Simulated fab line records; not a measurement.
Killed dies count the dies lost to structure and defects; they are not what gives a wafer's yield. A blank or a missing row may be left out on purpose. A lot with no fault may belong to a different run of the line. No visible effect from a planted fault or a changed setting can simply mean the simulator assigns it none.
Split-lot study / flow n5Finfet / 7 lots, 21 wafers read, on a route of 1938 steps

## ON THE SPLIT
At N5_BEOL_M2_COAT_62 (time 60 s, resist thk 12 nm), the setting spinRpm was moved away from the recipe's 1500 rpm on 11 of the 21 wafers read, by +2.9% to +11.1%. The other wafers ran this setting at the recipe's value.

## FROM THE SPLIT TO THE READING: what the file shows between them, 5 steps
- N5_BEOL_M2_COAT_73: time 60 s, resist thk 5 nm
- N5_BEOL_M2_COAT_05: resist thk 30 nm
- N5_BEOL_M2_DESCUM_16: chemistry O2, time 7 s
- N5_BEOL_M2_ETCH_74: etches underlayer in N2/H2, target depth 6.5 nm, time 5.2 s
- N5_BEOL_M2_ETCH_63: etches SiARC in CF4, target depth 15.6 nm, time 26 s

## THE READING
SiARC_of_BEOL_M2_COAT_62.thkNm (the simulator's own value, which no gauge read), in nm, at N5_BEOL_M2_ETCH_64 (etches SOC in N2/H2, target depth 75 nm, overetch 22.5 nm, time 121.9 s). The file does not state a usual value for it. Here, 10 wafers ran the recipe; their average is 6.3 nm with a standard deviation of 0.098 nm.

wafer=L077.3; tool, chamber at the split=lithoTrack-01, 0; spinRpm as run, rpm=1544; against the recipe=+2.9%; SiARC_of_BEOL_M2_COAT_62.thkNm, nm=6; against lot-mates on the recipe=no lot-mate on the recipe
wafer=L077.4; tool, chamber at the split=lithoTrack-01, 0; spinRpm as run, rpm=1544; against the recipe=+2.9%; SiARC_of_BEOL_M2_COAT_62.thkNm, nm=6; against lot-mates on the recipe=no lot-mate on the recipe
wafer=L077.5; tool, chamber at the split=lithoTrack-01, 0; spinRpm as run, rpm=1544; against the recipe=+2.9%; SiARC_of_BEOL_M2_COAT_62.thkNm, nm=6; against lot-mates on the recipe=no lot-mate on the recipe
wafer=L079.3; tool, chamber at the split=lithoTrack-01, 0; spinRpm as run, rpm=1500; against the recipe=recipe; SiARC_of_BEOL_M2_COAT_62.thkNm, nm=6.4; against lot-mates on the recipe=-
wafer=L079.5; tool, chamber at the split=lithoTrack-01, 0; spinRpm as run, rpm=1500; against the recipe=recipe; SiARC_of_BEOL_M2_COAT_62.thkNm, nm=6.4; against lot-mates on the recipe=-
wafer=L079.6; tool, chamber at the split=lithoTrack-01, 0; spinRpm as run, rpm=1500; against the recipe=recipe; SiARC_of_BEOL_M2_COAT_62.thkNm, nm=6.2; against lot-mates on the recipe=-
wafer=L082.4; tool, chamber at the split=lithoTrack-03, 0; spinRpm as run, rpm=1500; against the recipe=recipe; SiARC_of_BEOL_M2_COAT_62.thkNm, nm=6.2; against lot-mates on the recipe=-
wafer=L082.5; tool, chamber at the split=lithoTrack-03, 0; spinRpm as run, rpm=1500; against the recipe=recipe; SiARC_of_BEOL_M2_COAT_62.thkNm, nm=6.2; against lot-mates on the recipe=-
wafer=L082.6; tool, chamber at the split=lithoTrack-03, 0; spinRpm as run, rpm=1500; against the recipe=recipe; SiARC_of_BEOL_M2_COAT_62.thkNm, nm=6.2; against lot-mates on the recipe=-
wafer=L091.3; tool, chamber at the split=lithoTrack-03, 0; spinRpm as run, rpm=1612; against the recipe=+7.5%; SiARC_of_BEOL_M2_COAT_62.thkNm, nm=5.8; against lot-mates on the recipe=-0.4
wafer=L091.4; tool, chamber at the split=lithoTrack-03, 0; spinRpm as run, rpm=1612; against the recipe=+7.5%; SiARC_of_BEOL_M2_COAT_62.thkNm, nm=5.8; against lot-mates on the recipe=-0.4
wafer=L091.5; tool, chamber at the split=lithoTrack-03, 0; spinRpm as run, rpm=1500; against the recipe=recipe; SiARC_of_BEOL_M2_COAT_62.thkNm, nm=6.2; against lot-mates on the recipe=-
wafer=L093.1; tool, chamber at the split=lithoTrack-04, 0; spinRpm as run, rpm=1500; against the recipe=recipe; SiARC_of_BEOL_M2_COAT_62.thkNm, nm=6.4; against lot-mates on the recipe=-
wafer=L093.4; tool, chamber at the split=lithoTrack-04, 0; spinRpm as run, rpm=1500; against the recipe=recipe; SiARC_of_BEOL_M2_COAT_62.thkNm, nm=6.4; against lot-mates on the recipe=-
wafer=L093.2; tool, chamber at the split=lithoTrack-04, 0; spinRpm as run, rpm=1666; against the recipe=+11.1%; SiARC_of_BEOL_M2_COAT_62.thkNm, nm=5.8; against lot-mates on the recipe=-0.6
wafer=L095.2; tool, chamber at the split=lithoTrack-04, 0; spinRpm as run, rpm=1559; against the recipe=+3.9%; SiARC_of_BEOL_M2_COAT_62.thkNm, nm=6.2; against lot-mates on the recipe=+0.0
wafer=L095.5; tool, chamber at the split=lithoTrack-04, 0; spinRpm as run, rpm=1559; against the recipe=+3.9%; SiARC_of_BEOL_M2_COAT_62.thkNm, nm=6; against lot-mates on the recipe=-0.2
wafer=L095.6; tool, chamber at the split=lithoTrack-04, 0; spinRpm as run, rpm=1500; against the recipe=recipe; SiARC_of_BEOL_M2_COAT_62.thkNm, nm=6.2; against lot-mates on the recipe=-
wafer=L094.2; tool, chamber at the split=lithoTrack-03, 0; spinRpm as run, rpm=1610; against the recipe=+7.3%; SiARC_of_BEOL_M2_COAT_62.thkNm, nm=5.8; against lot-mates on the recipe=no lot-mate on the recipe
wafer=L094.4; tool, chamber at the split=lithoTrack-03, 0; spinRpm as run, rpm=1610; against the recipe=+7.3%; SiARC_of_BEOL_M2_COAT_62.thkNm, nm=6; against lot-mates on the recipe=no lot-mate on the recipe
wafer=L094.6; tool, chamber at the split=lithoTrack-03, 0; spinRpm as run, rpm=1610; against the recipe=+7.3%; SiARC_of_BEOL_M2_COAT_62.thkNm, nm=6; against lot-mates on the recipe=no lot-mate on the recipe

FIT RESULTS
A straight line over all 21 wafers: SiARC_of_BEOL_M2_COAT_62.thkNm changes by -0.05 nm for each +1% of spinRpm; r = -0.86; the points scatter about the line by 0.11 nm.
The same after taking each lot's own level away (the mean of its wafers on the recipe; 15 wafers): -0.0519 nm for each +1%; r = -0.94; scatter 0.072 nm.
On that fit, the largest move of spinRpm shifts the reading by 0.57 nm.
Across the lots, their own levels run from 6.20 to 6.40 nm, a range of 2.0 times the standard deviation given above.
Hence the lot-to-lot level has little effect on the slope; both slopes agree.
Check: -0.531 nm against its lot-mates is what the line predicts for one of the wafers moved furthest among these (+11.1%) when that wafer is left out of the fit. Against them it came out at -0.6 nm.

## THESE WAFERS: OTHER SPLITS
Other splits were also applied to these wafers ahead of the reading. Each is held against what the fit with the lots' levels taken away leaves over:
other split on the same wafers=N5_BEOL_M0_SAQP_PECVD_97 timeS; wafers away from the commonest value=9; r with SiARC_of_BEOL_M2_COAT_62.thkNm (lot level and that fit taken away)=+0.02
other split on the same wafers=N5_BEOL_M0_SAQP_COAT_82 timeS; wafers away from the commonest value=3; r with SiARC_of_BEOL_M2_COAT_62.thkNm (lot level and that fit taken away)=-0.19
other split on the same wafers=N5_BEOL_M0_SAQP_COAT_72 spinRpm; wafers away from the commonest value=4; r with SiARC_of_BEOL_M2_COAT_62.thkNm (lot level and that fit taken away)=-0.47
other split on the same wafers=N5_BEOL_M0_SAQP_EXPOSE_37 doseMj; wafers away from the commonest value=7; r with SiARC_of_BEOL_M2_COAT_62.thkNm (lot level and that fit taken away)=+0.09
other split on the same wafers=N5_BEOL_M1_EXPOSE_25 doseMj; wafers away from the commonest value=8; r with SiARC_of_BEOL_M2_COAT_62.thkNm (lot level and that fit taken away)=+0.49

## THE WHOLE CHAIN: every reading that the file lists as answering this split, in the file's order
step=N5_BEOL_M2_COAT_62; what it does=time 60 s, resist thk 12 nm; reading=SiARC_of_BEOL_M2_COAT_62.thkNm (the simulator's own value, which no gauge read); change (the file's fit)=-0.0538 nm for each +1% of the setting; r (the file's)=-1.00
step=N5_BEOL_M2_ETCH_63; what it does=etches SiARC in CF4, target depth 15.6 nm, time 26 s; reading=etch.depthNm (the simulator's own value, which no gauge read); change (the file's fit)=-0.0558 nm for each +1% of the setting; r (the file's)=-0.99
step=N5_BEOL_M2_ETCH_64; what it does=etches SOC in N2/H2, target depth 75 nm, overetch 22.5 nm, time 121.9 s; reading=SiARC_of_BEOL_M2_COAT_62.thkNm (the simulator's own value, which no gauge read); change (the file's fit)=-0.0517 nm for each +1% of the setting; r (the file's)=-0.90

## FILE'S OWN FIT
SiARC_of_BEOL_M2_COAT_62.thkNm changes by -0.0517 nm for each +1% of spinRpm, r = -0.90.
